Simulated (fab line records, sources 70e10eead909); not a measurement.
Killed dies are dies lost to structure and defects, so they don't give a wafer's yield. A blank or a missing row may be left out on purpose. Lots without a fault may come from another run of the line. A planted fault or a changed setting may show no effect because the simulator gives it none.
fab line records | flow nand_harc
record lots=24 wafers=72 last_day=24
route steps=1159 shown A_STAIRCASE@627 A_SGD_CUT@777 A_CONTACT@874
lots that met no fault: from a run of the same line without faults
start_h: hours from the record's first day to the start of the lot's first wafer shown | wait_h: hours since the lot's step before | " the same as in the row above | L1.1+2: a row that stands for several wafers | - no value, or no start given | * or withheld: withheld | < > ~ a bound
route shown NAME@n: a module of which the file shows steps, and the number in the route of the first | usual: mean/standard deviation of fault-free wafers | same: alike in all rows | chamber/n: place in a boat | sites: the reading at each site | _std_site: their standard deviation | _edge_site: outer sites' mean less inner sites' | radius_mm: how far each site lies from the wafer's centre | mask NAME#n: copy n | behind: the tool/chamber that last shaped the wafer | hold: why the lot was held/for how many hours/how that ended | device: the transistor (n, p or np) that didn't switch | end of line: the same wafers' tests at the end of the route | a step without rows: its recipe alone | killed: dies lost to structure and defects at the first sort, not the wafer's yield | map: a wafer's dies, x killed, . not, _ none there
set.NAME: the setting as run; set.NAME@STEP: as run at that earlier step | model.NAME: the simulator's own value behind a step, which no gauge read
steps of the route over a sample of lots; a table a step, a row a wafer
services: from which hour (start_h, from the record's first day; less than 0 if before it) a tool's chamber was out of use, for how many hours, and why
## steps
# step NHARC_A_STAIRCASE_TRIM_233
# recipe time_s=211.2 o2_flow_sccm=500 ar_flow_sccm=0 bias_w=0 chemistry=O2
# usual drypump_motor_current_A=5.3/0.37 oes_product_au=1.001/0.0074 rf_vpp_V=58.0/0.95 showerhead_plenum_p_Torr=3.63/0.13 throttle_valve_pct=17.037/0.0089
# columns lot.wafer tool chamber start_h wait_h drypump_motor_current_A oes_product_au rf_hours_counter_h rf_vpp_V showerhead_plenum_p_Torr throttle_valve_pct
L075.1 rie_diel-02 0 - - 5.8 0.988 37 57.3 3.42 17.040
L075.2 " 2 " " 5.2 1.000 37 60.1 3.79 17.029
L075.5 " 1 " " 5.5 0.995 - 58.1 3.36 17.030
L074.1 rie_diel-07 1 - - 5.6 1.003 9 58.9 3.56 17.039
L074.4 " 2 " " 5.6 0.992 10 57.9 3.63 17.038
L074.6 " 1 " " 5.6 0.983 - 59.2 3.56 17.042
L078.3 rie_diel-07 0 - - 5.7 0.999 11 57.8 3.66 17.046
L078.2 " 2 " " 5.6 0.995 11 56.4 3.63 17.038
L078.1 " 3 " " 5.5 1.004 11 56.3 3.54 17.043
L076.1 rie_diel-06 2 - - 5.3 0.997 4 57.6 3.77 17.005
L076.4 " 0 " " 5.0 1.001 4 57.4 3.71 17.031
L076.6 " 2 " " 5.3 1.003 - 59.1 3.77 17.036
L077.1 rie_diel-02 2 - - 5.2 1.012 43 59.5 3.78 17.042
L077.2 " 3 " " 6.1 1.010 40 57.5 3.64 17.026
L077.6 " 0 " " 5.8 1.002 - 57.1 3.41 17.024
L079.4 rie_diel-06 1 - - 5.2 0.999 7 57.6 3.56 17.051
L079.2 " 2 " " 5.3 0.996 7 57.0 3.77 17.034
L079.6 " 0 " " 5.0 0.996 - 57.2 3.71 17.053
L080.3 rie_diel-06 3 - - 4.7 0.980 10 58.4 3.77 17.056
L080.4 " 1 " " 5.3 1.003 12 58.0 3.56 17.038
L080.5 " 0 " " 5.0 0.997 - 58.7 3.71 17.026
L081.1 rie_diel-07 2 - - 5.7 1.011 17 59.1 3.63 17.040
L081.2 " 0 " " 5.7 0.997 15 58.4 3.66 17.031
L081.6 " 1 " " 5.6 0.992 - 57.6 3.55 17.031
L082.1 rie_diel-06 0 - - 5.0 1.000 12 58.2 3.71 17.018
L082.5 " 3 " " 4.8 0.989 - 58.2 3.76 17.051
L082.6 " 0 " " 5.0 1.007 - 58.8 3.71 17.033
L083.1 rie_diel-06 1 - - 5.2 1.010 18 58.3 3.55 17.053
L083.3 " 2 " " 5.3 1.015 18 57.8 3.76 17.043
L083.5 " 0 " " 5.0 1.010 - 58.2 3.71 17.032
L084.3 rie_diel-06 1 - - 5.2 1.012 19 58.4 3.55 17.034
L084.5 " 1 " " 5.2 1.001 - 57.8 3.55 17.032
L084.6 " 2 " " 5.3 1.010 - 58.1 3.76 17.042
L087.2 rie_diel-06 1 - - 5.2 1.012 25 58.7 3.55 17.032
L087.4 " 2 " " 5.3 1.013 25 58.4 3.76 17.043
L087.1 " 3 " " 4.7 1.005 25 58.7 3.76 17.045
L086.2 rie_diel-06 3 - - 4.8 0.996 26 56.8 3.76 17.049
L086.1 " 0 " " 5.0 1.004 21 57.7 3.70 17.044
L086.4 " 2 " " 5.3 1.003 26 59.3 3.76 17.041
L085.1 rie_diel-06 2 - - 5.3 1.005 26 59.2 3.76 17.046
L085.3 " 1 " " 5.2 1.006 27 54.5 3.55 17.026
L085.5 " 3 " " 4.8 0.995 - 58.0 3.76 17.050
L088.3 rie_diel-07 3 - - 5.4 1.004 43 58.5 3.53 17.042
L088.1 " 0 " " 5.7 0.983 39 58.0 3.64 17.037
L088.4 " 3 " " 5.4 0.998 - 58.1 3.52 17.031
L089.3 rie_diel-02 1 - - 5.5 0.998 1 57.5 3.34 17.039
L089.4 " 3 " " 6.1 0.992 1 58.9 3.62 17.021
L089.5 " 1 " " 5.5 0.993 - 57.5 3.34 17.035
L090.1 rie_diel-07 0 - - 5.7 0.995 41 58.9 3.64 17.051
L090.3 " 1 " " 5.6 1.006 37 56.8 3.55 17.044
L090.4 " 3 " " 5.5 1.003 45 57.1 3.52 17.044
L091.1 rie_diel-06 0 - - 5.0 1.003 30 58.8 3.70 17.051
L091.3 " 2 " " 5.3 1.005 33 59.2 3.75 17.028
L091.2 " 3 " " 4.8 0.989 34 58.3 3.75 17.035
L092.4 rie_diel-06 0 - - 5.0 1.006 34 58.6 3.70 17.029
L092.1 " 2 " " 5.3 1.009 37 59.6 3.75 17.035
L092.5 " 0 " " 5.0 1.006 - 57.1 3.70 17.022
L095.3 rie_diel-06 3 - - 4.8 0.992 44 58.8 3.75 17.043
L095.1 " 0 " " 5.0 1.008 39 59.0 3.69 17.018
L095.2 " 1 " " 5.3 0.997 43 57.9 3.54 17.036
L096.1 rie_diel-02 0 - - 5.9 1.000 10 58.9 3.39 17.040
L096.3 " 1 " " 5.5 1.001 10 57.6 3.34 17.018
L096.4 " 2 " " 5.2 1.000 10 57.9 3.77 17.036
L093.4 rie_diel-06 2 - - 5.3 1.006 44 56.8 3.75 17.036
L093.2 " 3 " " 4.8 0.989 45 59.9 3.75 17.043
L093.6 " 3 " " 4.7 0.989 - 58.3 3.75 17.031
L094.3 rie_diel-07 2 - - 5.6 1.003 52 58.5 3.61 17.041
L094.4 " 3 " " 5.5 1.003 55 57.8 3.52 17.037
L094.6 " 1 " " 5.6 1.007 - 57.2 3.54 17.043
L097.4 rie_diel-02 3 - - 6.1 1.007 17 57.0 3.61 17.037
L097.1 " 2 " " 5.2 1.005 18 57.9 3.76 17.027
L097.5 " 0 " " 5.9 1.006 - 58.7 3.39 17.042
# step NHARC_A_STAIRCASE_ETCH_294
# recipe target_depth_a=49920 time_s=1212.4 ion_energy_ev=800 c4f8_flow_sccm=80 o2_flow_sccm=60 ar_flow_sccm=withheld rf_w=600 bias_w=3000 chemistry=C4F8/O2/Ar
# usual oes_product_au=0.937/0.012 rf_vpp_V=1832/10
# columns lot.wafer tool chamber start_h wait_h oes_product_au rf_hours_counter_h rf_vpp_V
L075.2 rie_diel-02 3 - - 0.926 38 1835
L075.1 " 0 " " 0.923 40 1818
L075.5 " 1 " " 0.928 - 1813
L074.4 rie_diel-07 0 - - 0.940 11 1838
L074.1 " 3 " " 0.938 11 1828
L074.6 " 0 " " 0.929 - 1836
L078.3 rie_diel-07 0 - - 0.949 13 1836
L078.2 " 2 " " 0.936 13 1834
L078.1 " 3 " " 0.937 12 1828
L076.4 rie_diel-02 1 - - 0.920 45 1813
L076.1 " 3 " " 0.929 42 1834
L076.6 " 1 " " 0.920 - 1814
L077.1 rie_diel-02 0 - - 0.933 45 1817
L077.2 " 2 " " 0.941 45 1847
L077.6 " 3 " " 0.936 - 1834
L079.2 rie_diel-02 3 - - 0.930 45 1834
L079.4 " 1 " " 0.946 47 1814
L079.6 " 0 " " 0.947 - 1819
L080.3 rie_diel-06 3 - - 0.928 13 1843
L080.4 " 1 " " 0.930 - 1829
L080.5 " 2 " " 0.937 - 1844
L081.1 rie_diel-02 3 - - 0.933 50 1834
L081.2 " 2 " " 0.935 51 1844
L081.6 " 3 " " 0.930 - 1835
L082.1 rie_diel-07 3 - - 0.941 30 1826
L082.5 " 1 " " 0.958 - 1828
L082.6 " 2 " " 0.933 - 1834
L083.3 rie_diel-02 2 - - 0.939 52 1845
L083.1 " 3 " " 0.921 55 1835
L083.5 " 1 " " 0.929 - 1813
L084.3 rie_diel-07 0 - - 0.943 29 1836
L084.5 " 3 " " 0.945 - 1828
L084.6 " 0 " " 0.930 - 1836
L087.1 rie_diel-06 0 - - 0.937 23 1839
L087.2 " 2 " " 0.925 28 1844
L087.4 " 3 " " 0.929 28 1843
L086.2 rie_diel-06 3 - - 0.920 29 1843
L086.4 " 0 " " 0.935 25 1840
L086.1 " 2 " " 0.940 29 1844
L085.1 rie_diel-06 2 - - 0.945 31 1844
L085.3 " 1 " " 0.930 32 1828
L085.5 " 2 " " 0.939 - 1843
L088.1 rie_diel-06 2 - - 0.938 34 1843
L088.4 " 3 " " 0.934 35 1844
L088.3 " 0 " " 0.947 31 1839
L089.3 rie_diel-07 0 - - 0.930 43 1837
L089.4 " 2 " " 0.932 44 1833
L089.5 " 3 " " 0.935 - 1827
L090.4 rie_diel-02 2 - - 0.958 3 1844
L090.3 " 3 " " 0.957 3 1833
L090.1 " 1 " " 0.944 3 1812
L091.1 rie_diel-06 0 - - 0.941 32 1840
L091.2 " 2 " " 0.941 36 1842
L091.3 " 3 " " 0.930 36 1843
L092.1 rie_diel-02 3 - - 0.931 7 1832
L092.4 " 1 " " 0.922 7 1814
L092.5 " 2 " " 0.931 - 1845
L095.2 rie_diel-02 2 - - 0.938 14 1843
L095.1 " 3 " " 0.938 13 1832
L095.3 " 0 " " 0.939 13 1816
L096.1 rie_diel-07 1 - - 0.922 51 1827
L096.4 " 2 " " 0.928 54 1834
L096.3 " 3 " " 0.932 57 1825
L093.2 rie_diel-06 3 - - 0.935 49 1842
L093.4 " 0 " " 0.939 44 1839
L093.6 " 1 " " 0.945 - 1828
L094.3 rie_diel-07 2 - - 0.941 55 1833
L094.4 " 3 " " 0.950 58 1827
L094.6 " 1 " " 0.938 - 1827
L097.1 rie_diel-02 3 - - 0.955 19 1833
L097.4 " 0 " " 0.960 18 1817
L097.5 " 2 " " 0.938 - 1843
# step NHARC_A_STAIRCASE_HM_OPEN_463
# recipe o2_flow_sccm=400 cos_flow_sccm=20 ar_flow_sccm=0 rf_w=500 bias_w=300 chemistry=O2/COS
# usual drypump_motor_current_A=5.5/0.35 oes_product_au=1.000/0.0066 rf_vpp_V=468.3/2.5 showerhead_plenum_p_Torr=3.18/0.12 throttle_valve_pct=28.329/0.0092
# columns lot.wafer tool chamber start_h wait_h drypump_motor_current_A oes_product_au rf_hours_counter_h rf_vpp_V showerhead_plenum_p_Torr throttle_valve_pct
L075.2 rie_diel-07 0 - - 5.7 1.011 11 470.6 3.24 28.326
L075.1 " 2 " " 5.6 0.997 12 469.1 3.21 28.336
L075.5 " 0 " " 5.7 0.997 - 469.4 3.24 28.319
L074.4 rie_diel-06 0 - - 5.0 1.006 6 469.9 3.29 28.320
L074.1 " 3 " " 4.8 0.988 6 471.6 3.34 28.339
L074.6 " 0 " " 5.0 0.995 - 470.3 3.29 28.321
L076.4 rie_diel-06 1 - - 5.2 1.013 8 467.6 3.15 28.336
L076.1 " 3 " " 4.8 1.010 7 470.0 3.34 28.333
L076.6 " 2 " " 5.3 1.007 - 471.0 3.34 28.315
L078.1 rie_diel-02 3 - - 6.1 0.992 43 468.1 3.22 28.329
L078.3 " 0 " " 5.8 0.999 46 465.2 3.02 28.322
L078.2 " 1 " " 5.5 0.985 46 463.8 2.97 28.333
L077.2 rie_diel-02 3 - - 6.1 0.987 44 469.0 3.22 28.331
L077.1 " 1 " " 5.5 0.994 47 464.1 2.97 28.330
L077.6 " 2 " " 5.2 1.004 - 473.6 3.35 28.331
L079.4 rie_diel-06 3 - - 4.7 1.005 10 472.2 3.34 28.323
L079.2 " 0 " " 5.0 1.010 10 470.8 3.28 28.319
L079.6 " 0 " " 5.0 1.011 - 468.9 3.28 28.328
L080.4 rie_diel-02 3 - - 6.1 0.999 51 467.6 3.21 28.325
L080.3 " 2 " " 5.2 1.009 51 471.0 3.35 28.331
L080.5 " 3 " " 6.1 1.004 - 468.6 3.21 28.322
L081.1 rie_diel-02 1 - - 5.5 0.995 52 464.5 2.96 28.340
L081.2 " 0 " " 5.9 0.995 54 464.2 3.01 28.336
L081.6 " 1 " " 5.5 0.993 - 463.8 2.96 28.337
L082.1 rie_diel-07 2 - - 5.6 1.000 30 469.1 3.20 28.333
L082.6 " 3 " " 5.5 1.003 - 467.5 3.12 28.323
L082.5 " 0 " " 5.7 0.993 - 469.6 3.23 28.342
L083.3 rie_diel-06 0 - - 5.0 1.007 18 469.3 3.28 28.332
L083.1 " 2 " " 5.3 1.014 22 470.7 3.33 28.345
L083.5 " 0 " " 5.0 1.005 - 470.8 3.28 28.322
L084.3 rie_diel-07 0 - - 5.7 1.004 32 468.5 3.23 28.337
L084.6 " 2 " " 5.6 0.991 - 467.5 3.20 28.318
L084.5 " 3 " " 5.4 1.000 - 466.3 3.12 28.357
L087.1 rie_diel-07 0 - - 5.7 0.992 39 470.8 3.23 28.309
L087.2 " 2 " " 5.6 0.997 39 468.0 3.20 28.332
L087.4 " 0 " " 5.7 0.998 - 468.9 3.23 28.311
L086.4 rie_diel-02 0 - - 5.8 1.006 0 464.9 3.01 28.331
L086.1 " 1 " " 5.5 1.001 0 463.4 2.96 28.312
L086.2 " 2 " " 5.1 1.001 0 470.3 3.34 28.342
L085.3 rie_diel-02 1 - - 5.5 0.991 2 463.6 2.96 28.317
L085.1 " 2 " " 5.2 0.998 2 470.9 3.34 28.337
L085.5 " 1 " " 5.5 0.998 - 463.7 2.96 28.321
L088.3 rie_diel-07 2 - - 5.6 0.998 44 469.1 3.20 28.327
L088.4 " 3 " " 5.5 1.002 48 468.7 3.12 28.345
L088.1 " 1 " " 5.6 1.006 41 467.3 3.14 28.336
L089.4 rie_diel-07 1 - - 5.6 0.998 42 467.8 3.13 28.318
L089.3 " 3 " " 5.5 0.993 49 467.3 3.12 28.318
L089.5 " 1 " " 5.6 0.994 - 467.0 3.13 28.322
L090.3 rie_diel-06 2 - - 5.3 1.008 36 471.6 3.32 28.336
L090.4 " 3 " " 4.8 0.998 37 471.6 3.32 28.340
L090.1 " 0 " " 4.9 1.005 33 471.2 3.27 28.319
L091.1 rie_diel-07 2 - - 5.7 0.992 46 468.7 3.19 28.340
L091.3 " 0 " " 5.7 0.992 45 470.3 3.22 28.325
L091.2 " 1 " " 5.6 1.001 43 469.0 3.13 28.331
L092.1 rie_diel-07 3 - - 5.5 1.001 53 468.2 3.11 28.313
L092.4 " 0 " " 5.7 0.992 50 469.3 3.22 28.330
L092.5 " 2 " " 5.6 1.002 - 469.7 3.19 28.318
L095.2 rie_diel-07 1 - - 5.6 1.004 54 467.7 3.13 28.332
L095.3 " 2 " " 5.6 1.006 56 470.0 3.19 28.321
L095.1 " 3 " " 5.4 0.999 59 466.1 3.11 28.318
L096.1 rie_diel-07 3 - - 5.5 1.004 59 466.6 3.11 28.332
L096.3 " 0 " " 5.7 0.996 56 469.9 3.22 28.327
L096.4 " 2 " " 5.6 0.999 56 468.9 3.19 28.328
L093.4 rie_diel-02 2 - - 5.2 0.992 18 472.3 3.33 28.331
L093.2 " 3 " " 6.1 1.011 18 468.2 3.20 28.320
L093.6 " 1 " " 5.5 1.004 - 464.7 2.95 28.339
L094.3 rie_diel-02 2 - - 5.2 1.007 18 473.1 3.33 28.332
L094.4 " 3 " " 6.1 1.009 18 468.1 3.20 28.317
L094.6 " 0 " " 5.8 0.996 - 464.7 3.00 28.340
L097.4 rie_diel-06 0 - - 5.0 1.004 51 469.9 3.26 28.324
L097.1 " 1 " " 5.2 1.013 55 466.5 3.13 28.327
L097.5 " 3 " " 4.8 0.993 - 471.6 3.31 28.330
# step NHARC_A_STAIRCASE_ALD_415
# recipe target_thk_a=300 pulse_time_s=6 ald_cycles=300 temp_c=300 material=SiO2
# usual heater_power_w=453/43 precursor_pulse_height_rel=1.000/0.018
# columns lot.wafer tool chamber start_h wait_h heater_power_w precursor_pulse_height_rel
L075.2 ald_hk-03 1 263.73 0.3 432 0.982
L075.1 " 3 " " 498 0.984
L075.5 " 1 " " 428 1.042
L074.4 ald_hk-04 3 270.48 0.1 413 0.999
L074.1 " 1 " " 421 1.005
L074.6 " 0 " " 485 0.999
L076.4 ald_hk-04 1 274.44 0.3 412 0.983
L076.1 " 2 " " 496 1.009
L076.6 " 1 " " 420 0.975
L078.2 ald_hk-03 3 274.62 0.1 507 0.997
L078.3 " 0 " " 398 0.997
L078.1 " 1 " " 428 1.013
L077.2 ald_hk-04 2 277.14 0.3 511 1.036
L077.1 " 0 " " 492 0.993
L077.6 " 2 " " 506 0.996
L079.4 ald_hk-04 0 284.87 0.1 478 1.027
L079.2 " 3 " " 410 0.992
L079.6 " 1 " " 429 1.024
L080.4 ald_hk-04 0 297.55 0.5 490 1.001
L080.3 " 1 " " 418 0.979
L080.5 " 3 " " 416 1.004
L081.1 ald_hk-04 1 298.49 0.3 411 0.985
L081.2 " 2 " " 508 1.007
L081.6 " 1 " " 415 1.004
L082.1 ald_hk-04 1 317.68 0.8 423 1.020
L082.6 " 2 " " 498 1.019
L082.5 " 3 " " 425 1.002
L083.1 ald_hk-01 2 317.98 0.3 430 1.023
L083.3 " 3 " " 501 0.979
L083.5 " 2 " " 448 0.978
L084.3 ald_hk-01 2 322.07 0.3 433 1.021
L084.6 " 1 " " 535 0.969
L084.5 " 2 " " 432 1.000
L087.4 ald_hk-01 0 338.75 0.3 457 0.993
L087.1 " 1 " " 554 1.019
L087.2 " 2 " " 428 1.011
L086.2 ald_hk-04 3 338.84 0.1 413 0.982
L086.4 " 1 " " 427 0.996
L086.1 " 2 " " 508 1.012
L085.3 ald_hk-03 2 343.81 0.3 407 1.028
L085.1 " 0 " " 395 0.994
L085.5 " 1 " " 439 1.008
L088.3 ald_hk-03 2 350.54 0.3 405 1.001
L088.4 " 0 " " 402 1.020
L088.1 " 1 " " 425 1.002
L090.1 ald_hk-01 3 354.00 0.1 500 1.017
L090.3 " 0 " " 457 1.013
L090.4 " 1 " " 524 0.984
L089.4 ald_hk-03 3 354.14 0.4 485 1.002
L089.3 " 1 " " 440 0.979
L089.5 " 2 " " 416 0.983
L091.2 ald_hk-03 1 356.38 0.1 432 1.012
L091.1 " 2 " " 417 1.015
L091.3 " 3 " " 491 1.006
L092.4 ald_hk-03 0 368.18 0.1 388 0.998
L092.1 " 1 " " 426 1.030
L092.5 " 1 " " 427 0.992
L095.3 ald_hk-04 1 387.59 0.1 427 1.002
L095.2 " 2 " " 519 1.012
L095.1 " 3 " " 386 1.011
L096.1 ald_hk-03 2 388.22 0.1 414 0.985
L096.3 " 3 " " 483 0.992
L096.4 " 1 " " 426 1.024
L093.2 ald_hk-01 1 390.18 0.6 537 1.023
L093.4 " 2 " " 431 1.003
L093.6 " 0 " " 465 0.986
L094.3 ald_hk-04 0 390.33 0.5 489 0.988
L094.4 " 1 " " 435 0.995
L094.6 " 2 " " 507 0.979
L097.4 ald_hk-03 2 398.72 0.1 415 1.021
L097.1 " 0 " " 391 1.004
L097.5 " 2 " " 411 1.018
# step NHARC_A_SGD_CUT_STRIP_28
# recipe time_s=20 o2_flow_sccm=500 ar_flow_sccm=0 bias_w=0 chemistry=O2
# usual drypump_motor_current_A=5.8/0.48 oes_product_au=0.997/0.0075 rf_vpp_V=57.8/0.99 showerhead_plenum_p_Torr=3.54/0.17 throttle_valve_pct=17.037/0.0094
# columns lot.wafer tool chamber start_h wait_h drypump_motor_current_A oes_product_au rf_hours_counter_h rf_vpp_V showerhead_plenum_p_Torr throttle_valve_pct
L075.1 rie_diel-12 3 313.80 0.2 5.7 1.002 11 57.2 3.64 17.032
L075.2 " 2 " " 5.8 0.997 10 57.7 3.40 17.041
L075.5 " 2 " " 5.8 0.995 - 58.6 3.40 17.035
L076.1 rie_diel-10 3 - - 5.4 1.015 8 57.8 3.60 17.028
L076.4 " 0 " " 6.4 0.997 11 58.1 3.78 17.043
L076.6 " 0 " " 6.3 0.995 - 58.3 3.78 17.043
L077.2 rie_diel-12 1 325.97 0.3 5.4 1.012 12 59.3 3.65 17.053
L077.1 " 0 " " 6.7 0.998 13 58.7 3.42 17.036
L077.6 " 3 " " 5.8 1.004 - 57.5 3.64 17.032
L078.1 rie_diel-10 2 - - 6.4 0.991 10 59.3 3.75 17.028
L078.2 " 0 " " 6.3 0.992 11 57.2 3.78 17.035
L078.3 " 1 " " 5.3 0.990 11 57.3 3.31 17.040
L074.1 rie_diel-12 0 326.03 0.2 6.7 0.990 13 56.5 3.42 17.035
L074.4 " 3 " " 5.7 0.999 - 57.7 3.64 17.035
L074.6 " 0 " " 6.7 0.996 - 58.7 3.42 17.033
L079.4 rie_diel-12 1 - - 5.4 1.004 12 59.1 3.65 17.039
L079.2 " 0 " " 6.7 0.996 14 57.8 3.42 17.042
L079.6 " 1 " " 5.4 1.007 - 58.3 3.65 17.045
L080.3 rie_diel-12 0 349.17 0.1 6.8 0.994 15 57.4 3.41 17.037
L080.4 " 1 " " 5.4 0.991 - 57.7 3.65 17.038
L080.5 " 2 " " 5.8 1.005 - 56.9 3.40 17.046
L081.2 rie_diel-05 3 - - 5.7 0.987 1 58.1 3.29 17.029
L081.1 " 1 " " 5.4 0.994 1 56.9 3.40 17.048
L081.6 " 3 " " 5.7 0.993 - 57.8 3.29 17.051
L083.1 rie_diel-10 2 - - 6.4 0.999 0 58.6 3.75 17.028
L083.3 " 3 " " 5.3 1.008 0 58.2 3.60 17.048
L083.5 " 0 " " 6.3 1.003 - 58.3 3.78 17.024
L082.1 rie_diel-05 1 - - 5.4 0.998 2 56.7 3.40 17.052
L082.5 " 0 " " 5.3 0.984 - 56.5 3.53 17.019
L082.6 " 1 " " 5.4 1.005 - 56.7 3.40 17.031
L084.3 rie_diel-10 2 - - 6.4 0.985 0 57.6 3.75 17.029
L084.5 " 0 " " 6.3 0.994 - 58.5 3.78 17.046
L084.6 " 1 " " 5.2 0.983 - 56.0 3.30 17.033
L087.1 rie_diel-05 3 - - 5.6 1.010 4 56.8 3.29 17.048
L087.4 " 0 " " 5.3 0.994 4 58.1 3.53 17.045
L087.2 " 2 " " 6.3 1.003 4 57.7 3.71 17.039
L086.1 rie_diel-10 0 - - 6.3 1.016 2 57.5 3.78 17.030
L086.4 " 1 " " 5.3 0.997 2 56.8 3.30 17.030
L086.2 " 2 " " 6.4 0.993 2 58.9 3.75 17.032
L085.1 rie_diel-10 0 - - 6.3 1.002 2 57.4 3.78 17.029
L085.3 " 3 " " 5.3 0.994 2 57.1 3.60 17.042
L085.5 " 1 " " 5.2 0.997 - 56.2 3.30 17.045
L088.4 rie_diel-05 0 - - 5.3 0.997 6 57.6 3.53 17.037
L088.3 " 2 " " 6.3 1.004 5 57.2 3.71 17.024
L088.1 " 3 " " 5.7 1.002 5 56.4 3.29 17.042
L091.2 rie_diel-10 0 - - 6.3 0.995 3 59.5 3.78 17.028
L091.1 " 1 " " 5.2 0.993 3 56.3 3.30 17.036
L091.3 " 2 " " 6.4 0.990 3 58.6 3.75 17.042
L089.4 rie_diel-12 3 - - 5.7 0.985 3 57.5 3.64 17.036
L089.3 " 0 " " 6.8 0.983 3 58.0 3.41 17.026
L089.5 " 1 " " 5.5 0.993 - 57.3 3.64 17.032
L090.1 rie_diel-05 2 409.42 0.3 6.2 0.994 7 56.4 3.71 17.032
L090.3 " 3 " " 5.6 1.001 7 57.1 3.29 17.027
L090.4 " 2 " " 6.3 0.992 - 59.1 3.71 17.054
L092.1 rie_diel-05 2 - - 6.3 0.992 8 58.6 3.70 17.046
L092.4 " 1 " " 5.4 0.984 8 57.6 3.40 17.027
L092.5 " 2 " " 6.2 0.993 - 56.0 3.70 17.034
L093.2 rie_diel-12 1 439.50 0.1 5.5 0.983 6 56.9 3.64 17.031
L093.6 " 3 " " 5.8 0.991 - 57.7 3.63 17.046
L093.4 " 2 " " 5.8 0.999 - 58.2 3.39 17.026
L096.1 rie_diel-10 2 439.50 0.1 6.4 0.981 7 59.5 3.74 17.037
L096.3 " 1 " " 5.3 0.994 7 56.9 3.30 17.019
L096.4 " 2 " " 6.4 0.979 - 58.2 3.74 17.045
L095.3 rie_diel-05 2 - - 6.3 1.000 10 58.7 3.70 17.040
L095.2 " 0 " " 5.3 1.000 10 57.4 3.53 17.045
L095.1 " 1 " " 5.4 0.991 10 58.2 3.39 17.042
L094.4 rie_diel-05 0 - - 5.3 0.992 10 59.2 3.53 17.020
L094.3 " 3 " " 5.7 0.994 10 57.4 3.29 17.029
L094.6 " 1 " " 5.4 1.001 - 57.6 3.39 17.045
L097.1 rie_diel-10 2 - - 6.4 0.988 7 59.2 3.74 17.048
L097.4 " 3 " " 5.3 0.998 4 57.8 3.60 17.040
L097.5 " 1 " " 5.3 0.990 - 57.6 3.30 17.045
# step NHARC_A_CONTACT_ETCH_123
# recipe source_w=withheld pressure_mtorr=20 bias_v=400 time_s=253 target_depth_a=10900 ar_flow_sccm=withheld c4f8_flow_sccm=11.5 o2_flow_sccm=7.2 chemistry=C4F8/O2/Ar
# usual oes_air_line_au=1.002/0.018
# columns lot.wafer tool chamber start_h wait_h oes_air_line_au rf_hours_counter_h
L075.2 har_cap_etch-03 0 373.70 0.1 0.993 79
L075.1 " 1 " " 1.054 79
L075.5 " 1 " " 1.028 -
L076.1 har_cap_etch-02 1 376.12 0.1 0.990 8
L076.4 " 0 " " 0.993 -
L076.6 " 1 " " 1.002 -
L077.2 har_cap_etch-03 1 378.75 0.1 1.039 81
L077.1 " 0 " " 0.992 81
L077.6 " 1 " " 0.985 -
L074.1 har_cap_etch-03 1 384.90 0.1 1.023 82
L074.4 " 1 " " 1.027 -
L074.6 " 0 " " 0.975 -
L078.2 har_cap_etch-02 0 386.56 0.1 1.024 12
L078.1 " 1 " " 1.002 12
L078.3 " 0 " " 0.972 -
L079.2 har_cap_etch-03 1 392.62 0.1 0.959 85
L079.4 " 0 " " 0.988 -
L079.6 " 0 " " 1.006 -
L080.3 har_cap_etch-03 1 403.80 0.2 1.015 -
L080.4 " 0 " " 0.989 -
L080.5 " 1 " " 1.002 -
L081.1 har_cap_etch-02 1 410.10 0.1 1.008 16
L081.2 " 0 " " 1.005 16
L081.6 " 0 " " 0.986 -
L082.1 har_cap_etch-03 1 423.82 0.1 1.013 91
L082.6 " 1 " " 1.013 -
L082.5 " 0 " " 0.987 -
L083.1 har_cap_etch-01 0 425.01 0.1 1.002 67
L083.3 " 1 " " 1.022 -
L083.5 " 0 " " 1.002 -
L084.3 har_cap_etch-02 1 427.58 0.2 1.043 -
L084.6 " 1 " " 1.018 -
L084.5 " 0 " " 1.015 -
L086.2 har_cap_etch-01 1 434.93 0.1 1.011 69
L086.1 " 0 " " 0.982 69
L086.4 " 0 " " 1.010 -
L087.1 har_cap_etch-03 0 435.75 0.1 1.015 94
L087.2 " 1 " " 0.976 94
L087.4 " 1 " " 0.973 -
L085.1 har_cap_etch-03 1 448.69 0.1 0.987 96
L085.3 " 1 " " 1.019 -
L085.5 " 1 " " 0.998 -
L088.1 har_cap_etch-01 1 451.67 0.1 0.984 73
L088.4 " 0 " " 0.983 -
L088.3 " 1 " " 1.002 -
L091.2 har_cap_etch-01 0 462.44 0.1 0.996 74
L091.1 " 1 " " 0.992 74
L091.3 " 0 " " 0.999 -
L089.4 har_cap_etch-02 0 462.89 0.2 0.986 -
L089.3 " 1 " " 0.997 -
L089.5 " 1 " " 1.009 -
L090.1 har_cap_etch-02 0 467.54 0.1 1.009 25
L090.3 " 1 " " 0.976 -
L090.4 " 0 " " 0.977 -
L092.1 har_cap_etch-02 0 479.21 0.1 1.006 28
L092.4 " 0 " " 1.002 -
L092.5 " 0 " " 1.008 -
L096.1 har_cap_etch-02 0 488.35 0.1 1.032 29
L096.4 " 1 " " 1.022 -
L096.3 " 0 " " 1.037 -
L094.4 har_cap_etch-01 1 495.80 0.2 0.992 -
L094.3 " 0 " " 1.004 -
L094.6 " 0 " " 1.009 -
L095.2 har_cap_etch-03 0 497.30 0.1 0.999 103
L095.1 " 1 " " 1.009 103
L095.3 " 1 " " 0.988 -
L093.2 har_cap_etch-01 0 500.52 0.1 0.996 80
L093.4 " 0 " " 1.008 -
L093.6 " 1 " " 0.976 -
L097.1 har_cap_etch-02 1 508.76 0.1 0.998 33
L097.4 " 0 " " 1.054 -
L097.5 " 1 " " 1.017 -
## services
# columns tool chamber start_h hours kind
rie_diel-07 - 228.36 9.0 pm
rie_diel-02 3 235.05 5.9 repair
rie_diel-06 - 241.85 9.0 pm
rie_diel-02 - 258.59 0.4 repair
rie_diel-10 3 260.04 15.2 repair
rie_diel-07 0 271.98 11.8 repair
rie_diel-06 0 284.88 9.7 repair
rie_diel-10 3 286.49 9.2 repair
rie_diel-06 - 300.37 1.9 repair
har_cap_etch-02 - 305.00 17.0 pm
ald_hk-03 - 327.15 10.0 pm
rie_diel-02 - 327.83 9.0 pm
rie_diel-10 - 353.50 9.0 pm
rie_diel-07 0 379.37 1.6 repair
rie_diel-06 - 384.50 1.8 repair
rie_diel-07 - 405.36 9.0 pm
har_cap_etch-03 - 408.22 0.1 repair
rie_diel-10 3 413.55 28.7 repair
rie_diel-02 1 414.90 1.6 repair
rie_diel-06 - 419.00 9.0 pm
rie_diel-06 0 491.34 12.5 repair
rie_diel-06 1 499.29 12.5 repair
rie_diel-02 - 505.80 9.0 pm
rie_diel-06 - 506.44 0.8 repair
## key
fault none
